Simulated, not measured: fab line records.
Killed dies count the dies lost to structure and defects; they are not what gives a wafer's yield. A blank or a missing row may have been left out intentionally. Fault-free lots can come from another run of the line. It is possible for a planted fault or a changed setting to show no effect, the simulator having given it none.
fab line records | flow n5_finfet | part 2 of 2: steps 4 to 6 of 6
record lots=24 | wafers=72 | last_day=21
route steps=1938 shown BEOL_M10@1506 BEOL_M11@1536 BEOL_M12@1612
lots that met no fault: taken from a fault-free run of the same line
start_h: hours from the record's opening day to when the first of the lot's shown wafers began | wait_h: how many hours have passed since the lot's step before this one | " unchanged from the row above | L1.1+2: a row that stands for several wafers | - no value, or no start was given | * or withheld: withheld | < > ~ a bound
route shown NAME@n: NAME is a module with steps in the file, n the number in the route of the first one | usual: mean/standard deviation taken from wafers without a fault | same: alike in all rows | chamber/n: place in a boat | sites: each site's reading | _std_site: their standard deviation | _edge_site: mean of outer sites minus mean of inner sites | radius_mm: how far each site lies from the wafer's centre | mask NAME#n: copy n | behind: the most recent tool/chamber to have shaped the wafer | hold: the reason the lot was held/the length of the hold in hours/how it ended | device: whichever transistor did not switch (one of n, p or np) | end of line: tests of these same wafers at the route's end | for a step that has no rows: nothing shown but its recipe | killed: dies that structure and defects cost at the first sort, which is not the same as the wafer's yield | map: a wafer's dies, x killed, . not, _ none there
set.NAME: the setting as run; set.NAME@STEP: as run at that earlier step | model.NAME: the simulator's own value behind a step, which no gauge read
one table for each step of the route and one row for each wafer, over a sample of lots
services: when a tool's chamber went out of use (start_h, in hours from the record's first day, below 0 if earlier), for how many hours, and the reason
## steps
# step N5_BEOL_M10_ALD_74
# recipe material=TaN | target_thk_a=20 | temp_c=275 | ald_precursor_family=PDMAT | ald_co_reactant=NH3 | pressure_torr=3 | carrier_flow_sccm=1500 | pulse_time_s=2 | purge_time_s=3 | co_reactant_purge_time_s=2 | co_reactant_pulse_time_s=3 | ald_cycles=40 | precursor_vessel_temp_c=75 | precursor_vessel_pressure_torr=26.25 | precursor_vessel_carrier_sccm=1000
# usual heater_power_w=419/38 | mfc_carrier_sccm=1500/4.9
# same co_reactant_pulse_time_s=3
lot.wafer | tool         | chamber | start_h | wait_h | heater_power_w | mfc_carrier_sccm
L075.1    | ald_metal-03 | 2       | 286.65  | 0.0    | 444            | 1497
L075.3    | "            | 1       | "       | "      | 384            | 1501
L075.6    | "            | 3       | "       | "      | 441            | 1494
L074.3    | ald_metal-04 | 3       | 291.27  | 0.0    | 477            | 1502
L074.4    | "            | 1       | "       | "      | 386            | 1503
L074.6    | "            | 1       | "       | "      | 378            | 1505
L076.1    | ald_metal-04 | 2       | 299.95  | 0.0    | 427            | 1497
L076.4    | "            | 0       | "       | "      | 422            | 1496
L076.6    | "            | 1       | "       | "      | 366            | 1497
L077.3    | ald_metal-04 | 2       | 306.40  | 0.0    | 416            | 1506
L077.5    | "            | 1       | "       | "      | 366            | 1499
L077.6    | "            | 2       | "       | "      | 420            | 1503
L080.2    | ald_metal-02 | 2       | 316.98  | 0.1    | 356            | 1494
L080.3    | "            | 1       | "       | "      | 404            | 1494
L080.5    | "            | 1       | "       | "      | 390            | 1498
L081.1    | ald_metal-03 | 0       | 323.11  | 0.1    | 387            | 1501
L081.2    | "            | 3       | "       | "      | 449            | 1496
L081.5    | "            | 3       | "       | "      | 436            | 1491
L079.2    | ald_metal-02 | 1       | 330.22  | 0.2    | 403            | 1493
L079.3    | "            | 2       | "       | "      | 359            | 1504
L079.4    | "            | 0       | "       | "      | 465            | 1506
L082.2    | ald_metal-02 | 2       | 334.94  | 0.2    | 355            | 1498
L082.5    | "            | 3       | "       | "      | 467            | 1501
L082.6    | "            | 0       | "       | "      | 471            | 1503
L083.2    | ald_metal-04 | 3       | 335.84  | 0.1    | 478            | 1498
L083.3    | "            | 2       | "       | "      | 415            | 1502
L083.4    | "            | 1       | "       | "      | 380            | 1503
L078.2    | ald_metal-03 | 3       | 336.08  | 0.1    | 444            | 1486
L078.4    | "            | 2       | "       | "      | 453            | 1502
L078.6    | "            | 0       | "       | "      | 382            | 1510
L085.1    | ald_metal-04 | 1       | 351.81  | 0.1    | 340            | 1500
L085.2    | "            | 0       | "       | "      | 415            | 1508
L085.3    | "            | 3       | "       | "      | 460            | 1497
L086.3    | ald_metal-03 | 3       | 353.67  | 0.0    | 433            | 1488
L086.4    | "            | 0       | "       | "      | 403            | 1495
L086.5    | "            | 3       | "       | "      | 442            | 1495
L084.2    | ald_metal-04 | 1       | 364.35  | 0.0    | 337            | 1505
L084.4    | "            | 3       | "       | "      | 472            | 1518
L084.5    | "            | 0       | "       | "      | 418            | 1501
L088.3    | ald_metal-04 | 0       | 369.77  | 0.2    | 403            | 1498
L088.5    | "            | 0       | "       | "      | 416            | 1505
L088.6    | "            | 3       | "       | "      | 460            | 1499
L089.2    | ald_metal-04 | 3       | 370.70  | 0.0    | 472            | 1500
L089.4    | "            | 0       | "       | "      | 414            | 1500
L089.6    | "            | 0       | "       | "      | 412            | 1492
L087.2    | ald_metal-03 | 3       | 379.34  | 0.1    | 442            | 1502
L087.3    | "            | 1       | "       | "      | 403            | 1507
L087.5    | "            | 0       | "       | "      | 378            | 1504
L091.1    | ald_metal-04 | 1       | 380.56  | 0.0    | 342            | 1497
L091.2    | "            | 2       | "       | "      | 427            | 1499
L091.4    | "            | 0       | "       | "      | 418            | 1493
L090.2    | ald_metal-03 | 1       | 401.97  | 0.0    | 393            | 1504
L090.4    | "            | 2       | "       | "      | 436            | 1504
L090.5    | "            | 1       | "       | "      | 400            | 1502
L093.1    | ald_metal-03 | 2       | 405.86  | 0.0    | 449            | 1504
L093.5    | "            | 2       | "       | "      | 444            | 1502
L093.6    | "            | 3       | "       | "      | 433            | 1497
L094.2    | ald_metal-02 | 3       | 409.94  | 0.1    | 474            | 1502
L094.3    | "            | 1       | "       | "      | 392            | 1501
L094.4    | "            | 0       | "       | "      | 487            | 1504
L092.1    | ald_metal-03 | 0       | 414.11  | 0.0    | 380            | 1499
L092.4    | "            | 1       | "       | "      | 393            | 1502
L092.6    | "            | 1       | "       | "      | 401            | 1500
L097.1    | ald_metal-03 | 0       | 427.11  | 0.0    | 382            | 1495
L097.2    | "            | 1       | "       | "      | 398            | 1504
L097.4    | "            | 3       | "       | "      | 449            | 1492
L096.2    | ald_metal-03 | 0       | 427.74  | 0.0    | 392            | 1487
L096.3    | "            | 2       | "       | "      | 432            | 1506
L096.4    | "            | 1       | "       | "      | 400            | 1500
L095.2    | ald_metal-04 | 3       | 459.36  | 0.2    | 469            | 1499
L095.3    | "            | 2       | "       | "      | 441            | 1505
L095.5    | "            | 3       | "       | "      | 483            | 1497
# step N5_BEOL_M11_ILD_DEP_00
# recipe material=SiCOH_lowk | target_thk_a=3085.1 | temp_c=300 | precursor=DEMS/porogen | pressure_torr=5 | rf_w=500 | time_s=58
# usual heater_power_w=340/35 | showerhead_plenum_p_Torr=5.731/0.018 | throttle_valve_pct=14.0/0.8
lot.wafer | tool     | chamber | start_h | wait_h | heater_power_w | showerhead_plenum_p_Torr | throttle_valve_pct
L075.1    | pecvd-04 | 2       | 288.60  | 0.0    | 327            | 5.732                    | 12.9
L075.3    | "        | 1       | "       | "      | 332            | 5.740                    | 15.5
L075.6    | "        | 0       | "       | "      | 409            | 5.725                    | 13.7
L074.3    | pecvd-01 | 0       | 293.08  | 0.0    | 357            | 5.711                    | 14.5
L074.4    | "        | 1       | "       | "      | 390            | 5.774                    | 14.3
L074.6    | "        | 2       | "       | "      | 362            | 5.713                    | 13.3
L076.1    | pecvd-04 | 0       | 302.44  | 0.0    | 349            | 5.739                    | 13.3
L076.4    | "        | 0       | "       | "      | 348            | 5.725                    | 13.3
L076.6    | "        | 1       | "       | "      | 300            | 5.736                    | 15.5
L077.3    | pecvd-03 | 0       | 308.35  | 0.0    | 309            | 5.744                    | 13.8
L077.5    | "        | 2       | "       | "      | 373            | 5.713                    | 12.5
L077.6    | "        | 1       | "       | "      | 313            | 5.735                    | 14.3
L080.2    | pecvd-01 | 2       | 318.61  | 0.0    | 341            | 5.706                    | 13.2
L080.3    | "        | 1       | "       | "      | 391            | 5.758                    | 13.9
L080.5    | "        | 1       | "       | "      | 389            | 5.760                    | 14.2
L081.1    | pecvd-04 | 0       | 325.16  | 0.0    | 374            | 5.726                    | 13.2
L081.2    | "        | 2       | "       | "      | 267            | 5.736                    | 13.1
L081.5    | "        | 0       | "       | "      | 383            | 5.722                    | 13.6
L079.2    | pecvd-01 | 1       | 331.96  | 0.0    | 362            | 5.756                    | 14.4
L079.3    | "        | 2       | "       | "      | 367            | 5.713                    | 13.0
L079.4    | "        | 0       | "       | "      | 341            | 5.719                    | 14.8
L082.2    | pecvd-01 | 0       | 336.66  | 0.0    | 356            | 5.723                    | 14.7
L082.5    | "        | 0       | "       | "      | 279            | 5.719                    | 14.5
L082.6    | "        | 2       | "       | "      | 317            | 5.716                    | 13.4
L083.2    | pecvd-01 | 1       | 337.97  | 0.0    | 380            | 5.755                    | 14.0
L083.3    | "        | 0       | "       | "      | 317            | 5.722                    | 14.8
L083.4    | "        | 2       | "       | "      | 327            | 5.718                    | 13.4
L078.2    | pecvd-01 | 2       | 341.18  | 0.0    | 376            | 5.722                    | 13.4
L078.4    | "        | 0       | "       | "      | 322            | 5.717                    | 14.6
L078.6    | "        | 2       | "       | "      | 303            | 5.705                    | 13.3
L085.1    | pecvd-01 | 2       | 353.65  | 0.0    | 328            | 5.713                    | 13.3
L085.2    | "        | 1       | "       | "      | 390            | 5.753                    | 14.4
L085.3    | "        | 0       | "       | "      | 331            | 5.726                    | 14.7
L086.3    | pecvd-04 | 0       | 355.53  | 0.1    | 417            | 5.730                    | 13.6
L086.4    | "        | 1       | "       | "      | 321            | 5.755                    | 15.7
L086.5    | "        | 0       | "       | "      | 322            | 5.715                    | 13.5
L084.2    | pecvd-03 | 0       | 366.54  | 0.0    | 296            | 5.741                    | 14.0
L084.4    | "        | 0       | "       | "      | 306            | 5.730                    | 14.1
L084.5    | "        | 2       | "       | "      | 332            | 5.711                    | 12.3
L088.3    | pecvd-04 | 1       | 371.73  | 0.1    | 314            | 5.733                    | 15.8
L088.5    | "        | 0       | "       | "      | 391            | 5.733                    | 13.3
L088.6    | "        | 1       | "       | "      | 325            | 5.753                    | 15.6
L089.2    | pecvd-04 | 0       | 372.41  | 0.0    | 367            | 5.736                    | 13.4
L089.4    | "        | 1       | "       | "      | 280            | 5.746                    | 15.6
L089.6    | "        | 1       | "       | "      | 284            | 5.735                    | 15.5
L087.2    | pecvd-01 | 2       | 381.80  | 0.0    | 318            | 5.708                    | 13.1
L087.3    | "        | 0       | "       | "      | 327            | 5.709                    | 14.6
L087.5    | "        | 1       | "       | "      | 370            | 5.750                    | 14.2
L091.1    | pecvd-01 | 2       | 382.10  | 0.0    | 374            | 5.713                    | 13.4
L091.2    | "        | 0       | "       | "      | 289            | 5.709                    | 14.5
L091.4    | "        | 1       | "       | "      | 367            | 5.739                    | 14.3
L090.2    | pecvd-01 | 2       | 403.92  | 0.0    | 378            | 5.722                    | 13.2
L090.4    | "        | 2       | "       | "      | 293            | 5.719                    | 13.2
L090.5    | "        | 1       | "       | "      | 357            | 5.757                    | 14.1
L093.1    | pecvd-04 | 2       | 408.88  | 0.0    | 294            | 5.765                    | 13.0
L093.5    | "        | 0       | "       | "      | 389            | 5.744                    | 13.7
L093.6    | "        | 2       | "       | "      | 300            | 5.731                    | 13.2
L094.2    | pecvd-04 | 0       | 411.66  | 0.0    | 329            | 5.746                    | 13.7
L094.3    | "        | 2       | "       | "      | 278            | 5.728                    | 13.0
L094.4    | "        | 0       | "       | "      | 349            | 5.747                    | 13.4
L092.1    | pecvd-01 | 1       | 416.46  | 0.0    | 379            | 5.753                    | 14.3
L092.4    | "        | 2       | "       | "      | 320            | 5.711                    | 13.3
L092.6    | "        | 1       | "       | "      | 384            | 5.759                    | 14.2
L097.1    | pecvd-01 | 0       | 428.60  | 0.0    | 361            | 5.708                    | 14.4
L097.2    | "        | 1       | "       | "      | 333            | 5.749                    | 14.2
L097.4    | "        | 1       | "       | "      | 351            | 5.755                    | 14.3
L096.2    | pecvd-01 | 2       | 429.66  | 0.0    | 344            | 5.710                    | 13.3
L096.3    | "        | 1       | "       | "      | 391            | 5.753                    | 14.2
L096.4    | "        | 2       | "       | "      | 353            | 5.712                    | 13.2
L095.2    | pecvd-01 | 0       | 461.43  | 0.0    | 353            | 5.713                    | 14.6
L095.3    | "        | 2       | "       | "      | 357            | 5.718                    | 13.2
L095.5    | "        | 2       | "       | "      | 355            | 5.714                    | 13.4
# step N5_BEOL_M12_CD_MEAS_10
# recipe target_cd_nm=140 | landing_energy_ev=500 | detector=se_inlens | polarity=opening
# usual cd_nm=142.1/2.3
# same landing_energy_ev=500
lot.wafer | tool      | chamber | start_h | wait_h | cd_nm
L075.1    | cd_sem-03 | 0       | 294.39  | -      | 140.8
L075.3    | "         | 0       | "       | "      | 141.3
L075.6    | "         | 0       | "       | "      | 141.3
L074.3    | cd_sem-02 | 0       | 303.04  | -      | 139.3
L074.4    | "         | 0       | "       | "      | 140.8
L074.6    | "         | 0       | "       | "      | 139.4
L076.1    | cd_sem-02 | 0       | 310.24  | -      | 145.1
L076.4    | "         | 0       | "       | "      | 144.0
L076.6    | "         | 0       | "       | "      | 147.0
L077.3    | cd_sem-01 | 0       | 316.95  | -      | 143.2
L077.5    | "         | 0       | "       | "      | 144.3
L077.6    | "         | 0       | "       | "      | 143.1
L080.2    | cd_sem-01 | 0       | 329.38  | -      | 140.6
L080.3    | "         | 0       | "       | "      | 142.8
L080.5    | "         | 0       | "       | "      | 142.9
L081.1    | cd_sem-01 | 0       | 332.43  | -      | 141.3
L081.2    | "         | 0       | "       | "      | 142.2
L081.5    | "         | 0       | "       | "      | 143.5
L079.2    | cd_sem-03 | 0       | 342.96  | -      | 140.0
L079.3    | "         | 0       | "       | "      | 140.8
L079.4    | "         | 0       | "       | "      | 143.3
L083.2    | cd_sem-01 | 0       | 345.55  | -      | 141.7
L083.3    | "         | 0       | "       | "      | 140.3
L083.4    | "         | 0       | "       | "      | 142.6
L082.2    | cd_sem-01 | 0       | 346.29  | -      | 139.2
L082.5    | "         | 0       | "       | "      | 139.6
L082.6    | "         | 0       | "       | "      | 141.1
L078.2    | cd_sem-01 | 0       | 349.13  | -      | 143.6
L078.4    | "         | 0       | "       | "      | 141.7
L078.6    | "         | 0       | "       | "      | 145.4
L085.1    | cd_sem-01 | 0       | 359.78  | -      | 137.5
L085.2    | "         | 0       | "       | "      | 141.8
L085.3    | "         | 0       | "       | "      | 140.2
L086.3    | cd_sem-03 | 0       | 366.90  | -      | 142.4
L086.4    | "         | 0       | "       | "      | 141.7
L086.5    | "         | 0       | "       | "      | 140.2
L084.2    | cd_sem-01 | 0       | 376.11  | -      | 144.1
L084.4    | "         | 0       | "       | "      | 141.5
L084.5    | "         | 0       | "       | "      | 144.5
L089.2    | cd_sem-03 | 0       | 382.30  | -      | 143.9
L089.4    | "         | 0       | "       | "      | 143.7
L089.6    | "         | 0       | "       | "      | 141.7
L088.3    | cd_sem-02 | 0       | 383.03  | -      | 139.1
L088.5    | "         | 0       | "       | "      | 142.7
L088.6    | "         | 0       | "       | "      | 141.1
L087.2    | cd_sem-03 | 0       | 392.25  | -      | 145.8
L087.3    | "         | 0       | "       | "      | 143.4
L087.5    | "         | 0       | "       | "      | 145.2
L091.1    | cd_sem-03 | 0       | 393.61  | -      | 140.1
L091.2    | "         | 0       | "       | "      | 141.5
L091.4    | "         | 0       | "       | "      | 141.7
L090.2    | cd_sem-03 | 0       | 411.66  | -      | 144.7
L090.4    | "         | 0       | "       | "      | 148.5
L090.5    | "         | 0       | "       | "      | 145.1
L093.1    | cd_sem-03 | 0       | 418.49  | -      | 142.2
L093.5    | "         | 0       | "       | "      | 147.0
L093.6    | "         | 0       | "       | "      | 145.5
L094.2    | cd_sem-01 | 0       | 423.32  | -      | 141.2
L094.3    | "         | 0       | "       | "      | 141.1
L094.4    | "         | 0       | "       | "      | 139.5
L092.1    | cd_sem-01 | 0       | 427.29  | -      | 142.5
L092.4    | "         | 0       | "       | "      | 142.7
L092.6    | "         | 0       | "       | "      | 138.8
L097.1    | cd_sem-02 | 0       | 436.97  | -      | 142.5
L097.2    | "         | 0       | "       | "      | 141.9
L097.4    | "         | 0       | "       | "      | 141.3
L096.2    | cd_sem-02 | 0       | 438.26  | -      | 142.0
L096.3    | "         | 0       | "       | "      | 145.9
L096.4    | "         | 0       | "       | "      | 141.2
L095.2    | cd_sem-02 | 0       | 470.99  | -      | 142.5
L095.3    | "         | 0       | "       | "      | 138.5
L095.5    | "         | 0       | "       | "      | 143.5
## services
tool         | chamber | start_h | hours | kind
ald_metal-03 | 2       | 304.12  | 26.3  | repair
rie_diel-04  | 3       | 304.27  | -     | clean
rie_diel-04  | 3       | 304.27  | -     | consumable_replace:focus_ring
rie_diel-04  | 3       | 304.27  | 19.4  | scheduled_down
rie_diel-04  | 3       | 304.27  | 19.4  | vent_cycle
ald_metal-02 | 0       | 313.72  | 13.2  | repair
ald_metal-03 | 1       | 328.56  | 3.3   | repair
ald_metal-04 | -       | 337.25  | 14.0  | pm
rie_diel-01  | 0       | 346.66  | -     | clean
rie_diel-01  | 0       | 346.66  | -     | consumable_replace:focus_ring
rie_diel-04  | 2       | 364.60  | 12.6  | repair
ald_metal-04 | 1       | 368.78  | 6.7   | repair
ald_metal-02 | 0       | 371.08  | 3.7   | repair
pecvd-04     | 0       | 377.57  | 5.4   | repair
rie_diel-01  | 3       | 395.29  | 4.1   | repair
rie_diel-01  | 1       | 413.20  | -     | clean
rie_diel-01  | 1       | 413.20  | -     | consumable_replace:focus_ring
rie_diel-01  | 1       | 413.20  | 28.5  | scheduled_down
rie_diel-01  | 1       | 413.20  | 28.5  | vent_cycle
ald_metal-03 | 2       | 414.51  | 3.9   | repair
rie_diel-05  | 0       | 417.32  | 6.0   | repair
ald_metal-04 | -       | 439.71  | 8.7   | pm
rie_diel-04  | 1       | 448.62  | 4.0   | repair
ald_metal-03 | 3       | 450.67  | 27.2  | repair
